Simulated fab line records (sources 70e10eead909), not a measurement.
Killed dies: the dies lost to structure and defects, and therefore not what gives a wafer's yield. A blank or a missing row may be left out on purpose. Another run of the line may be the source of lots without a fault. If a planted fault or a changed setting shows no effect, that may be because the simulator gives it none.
What tool caused it? -- flow nand_harc -- Sampling: 12 lots, 36 wafers, 5 of 1302 route steps

## WHAT EACH GAUGE READ, for each wafer
NHARC_END_SORT_01. Usual: killed_at_array 52, standard deviation 19; killed_at_other 1.0, standard deviation 1.2; killed_at_periphery 4.1, standard deviation 2.8; killed_dies 57, standard deviation 19; killed_open 3.1, standard deviation 1.7; killed_short 2.5, standard deviation 1.5.
lot,measured,on,killed_at_array,killed_at_other,killed_at_periphery,killed_dies,killed_open,killed_short,flag
L417,day 29 21:42,prober-02,24 61 47,0 1 1,0 3 2,24 65 50,4 8 6,2 2 4,

## WHAT TOOL EACH LOT RAN ON (gives the tool, then ch and the chambers of the sampled wafers, and finally the start)
lot,NHARC_A_CHANNEL_FILL_D2_STRIP_29,NHARC_A_CHANNEL_FILL_D2_CMP_10,NHARC_A_CHANNEL_FILL_D2_RTA_24,NHARC_A_STAIRCASE_DEP_156
L403,"rie_diel-02 ch 0,1,3, day 15 17:11 or earlier","cmp-03 ch 0,1, day 15 17:11","rtp_anneal-01 ch 0, day 15 17:35","pecvd-03 ch 0,1,2, day 15 17:54"
L404,"rie_diel-06 ch 0,1, day 16 04:53 or earlier","cmp-03 ch 0,1,2, day 16 04:53","rtp_anneal-02 ch 0, day 16 05:17","pecvd-04 ch 0,2, day 16 05:33"
L405,"rie_diel-02 ch 2,3, day 16 07:03","cmp-03 ch 0,2,3, day 16 12:50","rtp_anneal-02 ch 0, day 16 13:32","pecvd-04 ch 0,1,2, day 16 13:50"
L412,"rie_diel-08 ch 1,3, day 19 15:49 or earlier","cmp-01 ch 0,1, day 19 15:49","rtp_anneal-02 ch 0, day 19 16:16","pecvd-04 ch 0,1,2, day 19 16:53"
L417,"rie_diel-02 ch 0,1,3, day 21 11:31 or earlier","cmp-01 ch 0,2,3, day 21 11:31","rtp_anneal-02 ch 0, day 21 11:54","pecvd-04 ch 0,1,2, day 21 12:49"
L418,"rie_diel-02 ch 0,1,3, day 22 10:47 or earlier","cmp-04 ch 0,2,3, day 22 10:47","rtp_anneal-01 ch 0, day 22 11:19","pecvd-04 ch 0,1, day 22 11:37"
L420,"rie_diel-02 ch 2,3, day 23 06:41 or earlier","cmp-03 ch 0,2, day 23 06:41","rtp_anneal-02 ch 0, day 23 07:08","pecvd-04 ch 0,1,2, day 23 07:26"
L421,"rie_diel-08 ch 0,1,3, day 23 06:43 or earlier","cmp-01 ch 1,2,3, day 23 06:43","rtp_anneal-01 ch 0, day 23 07:06","pecvd-01 ch 0,1,2, day 23 07:24"
L422,"rie_diel-02 ch 0,3, day 23 18:25 or earlier","cmp-04 ch 1,3, day 23 18:25","rtp_anneal-02 ch 0, day 23 18:53","pecvd-03 ch 0,2, day 23 19:17"
L424,"rie_diel-06 ch 0,2,3, day 24 08:25 or earlier","cmp-01 ch 0,1,2, day 24 08:25","rtp_anneal-02 ch 0, day 24 08:58","pecvd-03 ch 0,1, day 24 09:26"
L423,"rie_diel-02 ch 0,1,2, day 24 08:25 or earlier","cmp-04 ch 0,1,2, day 24 08:25","rtp_anneal-01 ch 0, day 24 09:05","pecvd-04 ch 0,2, day 24 09:21"
L425,"rie_diel-08 ch 0,1,3, day 24 21:04 or earlier","cmp-04 ch 0,1,3, day 24 21:04","rtp_anneal-01 ch 0, day 24 21:29","pecvd-01 ch 1,2, day 24 21:48"
- NHARC_A_CHANNEL_FILL_D2_STRIP_29: strips in O2, time 20 s.
- NHARC_A_CHANNEL_FILL_D2_CMP_10: polishes, target thk 150 nm.
- NHARC_A_CHANNEL_FILL_D2_RTA_24: time 5 s.
- NHARC_A_STAIRCASE_DEP_156: deposits SiNx, target thk 50 nm.

## WHAT THE TOOLS THEMSELVES READ (means of the sampled wafers that have a number; where no wafer has one, the mark that the record gives instead)
NHARC_A_CHANNEL_FILL_D2_STRIP_29. Usual: drypump_motor_current_A 5.8 A, standard deviation 0.55; oes_product_au 0.994 a.u., standard deviation 0.012; rf_vpp_V 57.6 V, standard deviation 0.94; showerhead_plenum_p_Torr 3.45 Torr, standard deviation 0.12; throttle_valve_pct 17.035 %, standard deviation 0.0084.
lot,tool,drypump_motor_current_A (A),oes_product_au (a.u.),rf_vpp_V (V),showerhead_plenum_p_Torr (Torr),throttle_valve_pct (%),flag
L403,rie_diel-02,6.1,0.990,57.5,3.43,17.024,
L404,rie_diel-06,5.7,0.995,56.9,3.40,17.031,
L405,rie_diel-02,5.4,0.997,56.5,3.41,17.047,
L412,rie_diel-08,5.9,1.007,57.2,3.47,17.028,
L417,rie_diel-02,6.1,0.997,57.6,3.43,17.039,
L418,rie_diel-02,6.0,0.988,57.6,3.43,17.033,
L420,rie_diel-02,5.8,0.995,56.9,3.35,17.033,
L421,rie_diel-08,5.9,1.008,57.7,3.47,17.027,
L422,rie_diel-02,5.9,1.000,57.0,3.32,17.038,
L424,rie_diel-06,5.6,0.991,57.8,3.46,17.035,
L423,rie_diel-02,5.6,0.996,58.3,3.48,17.036,
L425,rie_diel-08,5.9,1.004,56.9,3.46,17.040,

NHARC_A_CHANNEL_FILL_D2_CMP_10. Usual: motor_current_A 12.5 A, standard deviation 1.4; slurry_filter_dp_kPa 13.49 kPa, standard deviation 0.14; slurry_flow_ml_min 150.0, standard deviation 0.45; time_to_endpoint_s 16 s, standard deviation 3.
lot,tool,motor_current_A (A),slurry_filter_dp_kPa (kPa),slurry_flow_ml_min,time_to_endpoint_s (s),flag
L403,cmp-03,13.6,13.39,149.6,18,
L404,cmp-03,12.6,13.41,150.5,16,
L405,cmp-03,11.6,13.60,150.1,16,
L412,cmp-01,13.8,13.43,149.8,15,
L417,cmp-01,11.4,13.64,150.1,17,
L418,cmp-04,12.6,13.48,149.9,15,
L420,cmp-03,11.5,13.47,149.9,23,
L421,cmp-01,12.8,13.60,150.1,15,
L422,cmp-04,13.0,13.45,149.9,17,
L424,cmp-01,13.0,13.61,149.6,13,
L423,cmp-04,12.8,13.53,150.1,14,
L425,cmp-04,12.7,13.49,150.4,13,

NHARC_A_CHANNEL_FILL_D2_RTA_24. Usual: lamp_power_pct 31 %, standard deviation 3.2; wafer_temp_C_max 1003.9, standard deviation 1.1.
lot,tool,lamp_power_pct (%),wafer_temp_C_max,flag
L403,rtp_anneal-01,28,1003.9,
L404,rtp_anneal-02,34,1003.7,
L405,rtp_anneal-02,34,1004.2,
L412,rtp_anneal-02,34,1003.1,
L417,rtp_anneal-02,34,1003.1,
L418,rtp_anneal-01,28,1004.6,
L420,rtp_anneal-02,34,1004.3,
L421,rtp_anneal-01,28,1004.4,
L422,rtp_anneal-02,34,1002.7,
L424,rtp_anneal-02,34,1003.2,
L423,rtp_anneal-01,28,1005.3,
L425,rtp_anneal-01,28,1005.6,

NHARC_A_STAIRCASE_DEP_156. Usual: heater_power_w 724 W, standard deviation 92; susceptor_temp_C 399.96 C, standard deviation 0.23.
lot,tool,heater_power_w (W),susceptor_temp_C (C),flag
L403,pecvd-03,758,399.91,
L404,pecvd-04,689,399.92,
L405,pecvd-04,657,399.84,
L412,pecvd-04,648,399.88,
L417,pecvd-04,651,399.88,
L418,pecvd-04,667,399.92,
L420,pecvd-04,688,400.12,
L421,pecvd-01,794,399.94,
L422,pecvd-03,689,399.88,
L424,pecvd-03,812,399.89,
L423,pecvd-04,709,399.94,
L425,pecvd-01,837,400.14,

## THE ANSWER, worked out from the rows above alone
Rule: a lot counts as off when the mean over its wafers that have a number is more than 3 standard deviations away from the usual mean. Also off: a lot with no number at a reading for which 4 or more lots have one. The other lots that the step has rows for count as sound. After the gauges, taken in route order, come the tools' own readings; for these a lot's mean is taken, as printed above. The first step at which some lot is off is used, and at that step the reading that is off furthest; a lot without a number counts as furthest.
Across all readings shown, no lot is off: no conclusion can be drawn from this.

## WHAT THE SIMULATOR HAD PUT IN
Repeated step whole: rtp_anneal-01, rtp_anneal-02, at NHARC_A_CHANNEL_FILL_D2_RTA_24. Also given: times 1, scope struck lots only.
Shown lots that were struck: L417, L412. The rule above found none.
